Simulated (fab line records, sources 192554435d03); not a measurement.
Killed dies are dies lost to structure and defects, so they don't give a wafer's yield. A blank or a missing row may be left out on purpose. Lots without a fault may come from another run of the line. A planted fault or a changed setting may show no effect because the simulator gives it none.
Problem report in the 8D (eight disciplines) form, filled by code | flow n5_finfet | the parts of the form that need people (team, actions taken, sign-off) are left out

1. THE PROBLEM
barrier_field_endpoint_s at N5_BEOL_M13_CMP_49 reads a mean of 25.6 s on 2 wafers of 2 lots; wafers without a fault read 30.8 s with a standard deviation of 0.57. That is -9.0 standard deviations from the usual mean.
The step: polishes, stops on SiOC, t overpolish 17.1 s, target thk 420 nm.
First seen on wafer L395.4, day 16 20:29, on cmp-02. The record holds 32 wafers of 11 lots with a number at this step. Rule for "out", or "out of limits": more than 4 standard deviations from the usual mean. The other wafers with a number count as sound.

2. WHAT IT IS AND WHAT IT IS NOT
question                    | is                       | is not
which readings at this step | barrier_field_endpoint_s | clearing_platen_rpm, edge_zone_pressure_frac, motor_current_A
which lots                  | L394, L395               | L374, L376, L378, L379, L381, L382, L385, L387, L391
which wafers of those lots  | L394.2, L395.4           | L394.3, L395.1, L395.3
read on which tools         | cmp-02, cmp-04           | cmp-03
when                        | from day 16 20:29        | up to then (29 sound wafers); but 1 sound wafer of L394 came after

3. SUSPECTS, AND WHAT RULES EACH OUT
Counting: a tool at a process step up to the reading stays a suspect if it ran every lot that is out. Sound lots after the first of them don't rule it out here, since some wafers of a struck lot are sound.
- pvd_sputter-03 at N5_BEOL_M13_SPUTTER_43 (material TaN, target thk 15 nm, time 24.19 s): kept. It ran every lot that is out, first L395 (day 16 19:26); its last sound lot up to then is L385 (day 14 07:49).
- pvd_sputter-03 at N5_BEOL_M13_SPUTTER_44 (material Ta, target thk 10 nm, time 16.13 s): kept. It ran every lot that is out, first L395 (day 16 19:31); its last sound lot up to then is L385 (day 14 07:53).
Left after counting: pvd_sputter-03 at N5_BEOL_M13_SPUTTER_43, pvd_sputter-03 at N5_BEOL_M13_SPUTTER_44.

4. THE CAUSE (what the simulator had put in)
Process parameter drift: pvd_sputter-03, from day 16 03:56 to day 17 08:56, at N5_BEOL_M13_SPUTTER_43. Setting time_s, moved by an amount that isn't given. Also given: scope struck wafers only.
Counting left 2 suspects, and this tool is among them.

5. THE CHAIN OF EFFECTS, in route order
Each row: a reading whose mean over the struck wafers that have a number lies more than 3 standard deviations from the usual. Only readings for which the record gives a usual standard deviation are gone through. hours: the time from each lot's start at the first step in this table that gives one to its start at this step, as a median over the lots. sigmas: the change in usual standard deviations.
hours | step               | reading                  | usual  | on struck wafers | change | sigmas
0     | N5_BEOL_M13_CMP_49 | barrier_field_endpoint_s | 30.8 s | 25.6             | -5.2   | -9.0
The process steps in it:
- N5_BEOL_M13_CMP_49: polishes, stops on SiOC, t overpolish 17.1 s, target thk 420 nm.
Later measuring or inspecting steps at which every struck wafer that the step has a row for has a number for every such reading, and none has moved that far: N5_BEOL_M14_THK_MEAS_01.

6. WHAT WOULD HAVE CAUGHT IT SOONER
In this record the first reading out of limits was taken at day 16 20:29, 17 hours after the fault began at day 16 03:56.
Of the tool readings at N5_BEOL_M13_SPUTTER_43 for which the record gives a usual standard deviation, none was out on any struck wafer, so an alarm limit of 4 standard deviations on them would not have fired.
Of the lots that are out (2), L394 began N5_BEOL_M13_SPUTTER_43 on pvd_sputter-03 after day 16 20:29. A hold on the tool at that time would have spared it.
